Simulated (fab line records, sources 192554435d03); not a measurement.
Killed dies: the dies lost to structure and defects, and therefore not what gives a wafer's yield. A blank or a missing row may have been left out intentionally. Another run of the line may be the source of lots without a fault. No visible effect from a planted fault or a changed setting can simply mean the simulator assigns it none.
The same fault as seen by 2 desks | flow n5_finfet | every desk sees just its own numbers, and what lay behind them comes last

== THE METROLOGY DESK ==
What the gauges read, lot by lot, whatever tool the lot ran on: means of the sampled wafers that have a number. If a lot's mean is further than 4 standard deviations from the usual mean, the lot is out of limits and carries the mark OUT (the distance appears in the brackets). Only the readings that lie furthest out on some lot appear, 7 of the 10 it has.
Columns: A = DIBL_P at N5_BEOL_M4_RC_MEAS_101, usual 36.5 mV/V; B = IOFF_N at N5_BEOL_M4_RC_MEAS_101, usual 0.17 nA/um; C = IOFF_P at N5_BEOL_M4_RC_MEAS_101, usual 0.22 nA/um; D = SS_N at N5_BEOL_M4_RC_MEAS_101, usual 71.7 mV/dec; E = SS_P at N5_BEOL_M4_RC_MEAS_101, usual 73.4 mV/dec; F = VT_N at N5_BEOL_M4_RC_MEAS_101, usual 249 mV; G = VT_P at N5_BEOL_M4_RC_MEAS_101, usual -250 mV
lot  | first seen here | A    | B    | C    | D    | E    | F   | G
L762 | day 8 20:52     | 36.5 | 0.15 | 0.19 | 71.3 | 72.6 | 251 | -254
L763 | day 8 23:49     | 33.4 | 0.14 | 0.20 | 70.3 | 72.9 | 250 | -250
L764 | day 9 02:56     | 37.3 | 0.20 | 0.23 | 72.8 | 74.1 | 248 | -251
L767 | day 9 23:44     | 39.4 | 0.23 | 0.28 | 72.3 | 74.3 | 245 | -246
L773 | day 11 02:28    | 35.7 | 0.15 | 0.18 | 72.0 | 73.4 | 250 | -252
L774 | day 11 10:14    | 34.4 | 0.15 | 0.19 | 71.5 | 72.5 | 250 | -247
L776 | day 11 13:39    | 37.1 | 0.18 | 0.22 | 71.4 | 73.8 | 247 | -249
L780 | day 12 03:50    | 37.3 | 0.17 | 0.22 | 71.5 | 73.8 | 249 | -249
L779 | day 12 11:46    | 36.7 | 0.20 | 0.21 | 71.7 | 73.7 | 245 | -250
L781 | day 12 18:49    | 37.5 | 0.18 | 0.24 | 71.7 | 73.3 | 246 | -247
L785 | day 14 08:18    | 35.0 | 0.16 | 0.19 | 72.0 | 73.5 | 249 | -252
Result from this desk: across the 11 lots, nothing is out of limits.

== TOOL OWNER'S DESK, pecvd-04 ==
The tool's own readings at N5_BEOL_M2_PECVD_72 (deposits SiO2 from TEOS/O2, target thk 16 nm, time 18 s): means of the sampled wafers that have a number, for each lot that ran on this tool. If a lot's mean is further than 4 standard deviations from the usual mean, the lot is out of limits and carries the mark OUT (the distance appears in the brackets).
Columns: A = heater_power_w at N5_BEOL_M2_PECVD_72, usual 745 W; B = showerhead_plenum_p_Torr at N5_BEOL_M2_PECVD_72, usual 8.81 Torr; C = susceptor_temp_C at N5_BEOL_M2_PECVD_72, usual 400.01 C; D = throttle_valve_pct at N5_BEOL_M2_PECVD_72, usual 22.4 %
lot  | first seen here | A   | B    | C                | D
L763 | day 7 21:17     | 696 | 8.85 | 400.05           | 22.9
L773 | day 9 19:53     | 751 | 8.85 | 403.94 (+16) OUT | 24.3
L776 | day 10 11:05    | 786 | 8.78 | 404.15 (+17) OUT | 22.1
L785 | day 12 12:20    | 690 | 8.84 | 400.06           | 23.5
This desk finds L773, L776 out of limits, L773 being first, at day 9 19:53 (susceptor_temp_C at N5_BEOL_M2_PECVD_72). L763, L785: within limits.

== TAKEN TOGETHER ==
The tool owner's desk had the chance to raise an alarm at day 9 19:53 on L773, L776.
From the metrology desk's view, nothing was out of limits.
The metrology desk has L773, L776 on record, within its limits.
On pecvd-04, each named lot ran N5_BEOL_M2_PECVD_72.

== WHAT HAD BEEN PUT IN BY THE SIMULATOR ==
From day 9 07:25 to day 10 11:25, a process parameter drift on pecvd-04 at N5_BEOL_M2_PECVD_72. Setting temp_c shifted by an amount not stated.
Lots struck among those shown: L773, L776.
Hours from the fault's start to each desk's first reading out of limits: the tool owner's desk, 12.
